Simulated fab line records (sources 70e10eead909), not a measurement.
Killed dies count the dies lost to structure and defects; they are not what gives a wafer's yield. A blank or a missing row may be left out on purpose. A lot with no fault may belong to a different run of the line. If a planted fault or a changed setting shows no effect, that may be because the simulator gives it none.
The tool behind it: which one? ; flow nand harc ; 12 lots, 36 wafers sampled, at 3 steps of a route of 1159

WHAT THE GAUGES READ, wafer by wafer
NHARC_A_BLC_INSPECT_28.
lot;measured;on;raw defect count
L077;day 17 15:17;defect inspect-02;314 259 293
L079;day 17 19:55;defect inspect-02;334 370 438
L078;day 18 07:48;defect inspect-02;390 235 261
L081;day 19 10:16;defect inspect-01;363 377 479
L082;day 19 18:06;defect inspect-02;413 520 420
L085;day 20 03:43;defect inspect-01;341 310 353
L086;day 20 21:54;defect inspect-02;495 482 504
L091;day 21 15:36;defect inspect-01;275 419 456
L088;day 22 01:46;defect inspect-01;384 468 515
L090;day 22 04:30;defect inspect-02;384 419 393
L095;day 22 16:20;defect inspect-02;280 309 319
L097;day 23 15:11;defect inspect-02;403 440 277

WHICH TOOL RAN EACH LOT (tool, then ch and the chambers of the sampled wafers, then the start)
lot;NHARC_A_CONTACT_ETCH_30;NHARC_A_CONTACT_ETCH_138
L077;rie diel-04 ch 0,3, day 17 07:53 or earlier;har cap etch-03 ch 0,1, day 17 07:53
L079;rie diel-01 ch 0,1,2, day 17 12:44 or earlier;har cap etch-02 ch 0,1, day 17 12:44
L078;rie diel-01 ch 0,1,3, day 17 18:13 or earlier;har cap etch-03 ch 0,1, day 17 18:13
L081;rie diel-04 ch 1,2, day 19 01:01 or earlier;har cap etch-01 ch 0,1, day 19 01:01
L082;rie diel-01 ch 0,1,2, day 19 09:19 or earlier;har cap etch-01 ch 0,1, day 19 09:19
L085;rie diel-04 ch 0,3, day 19 16:00 or earlier;har cap etch-01 ch 0, day 19 16:00
L086;rie diel-04 ch 0,3, day 20 08:50 or earlier;har cap etch-02 ch 0,1, day 20 08:50
L091;rie diel-01 ch 1,2,3, day 20 23:33 or earlier;har cap etch-01 ch 0,1, day 20 23:33
L088;rie diel-01 ch 0,2,3, day 21 12:18 or earlier;har cap etch-01 ch 0,1, day 21 12:18
L090;rie diel-03 ch 2,3, day 21 17:30 or earlier;har cap etch-03 ch 0,1, day 21 17:30
L095;rie diel-03 ch 0,2,3, day 22 05:47 or earlier;har cap etch-01 ch 0,1, day 22 05:47
L097;rie diel-01 ch 0,1,3, day 23 01:11 or earlier;har cap etch-03 ch 0,1, day 23 01:11
- NHARC_A_CONTACT_ETCH_30: etches the open film in CF4/CHF3, target depth 60.5 nm, time 30.2 s.
- NHARC_A_CONTACT_ETCH_138: etches the open film in C4F8/O2/Ar, time 132 s, target depth 1289 nm.

THE ANSWER, worked out from the rows above alone
Rule: usual is defined by the lots themselves. The widest of any qualifying gaps counts: lots, ordered by their means at a reading, are off when they make up no more than a third of the lots, leave a main group of 4 or more, and stand apart from it by 3 or more times the standard deviation of that group's means. A main group is skipped when, at the precision printed for the reading in the tables above, its means are all equal. A lot without any number at a reading at which 4 lots or more have one is off too. Any other lot the step has rows for is counted as sound.
None of the lots is off at any reading shown; this tells nothing.

WHAT WAS PUT IN BY THE SIMULATOR
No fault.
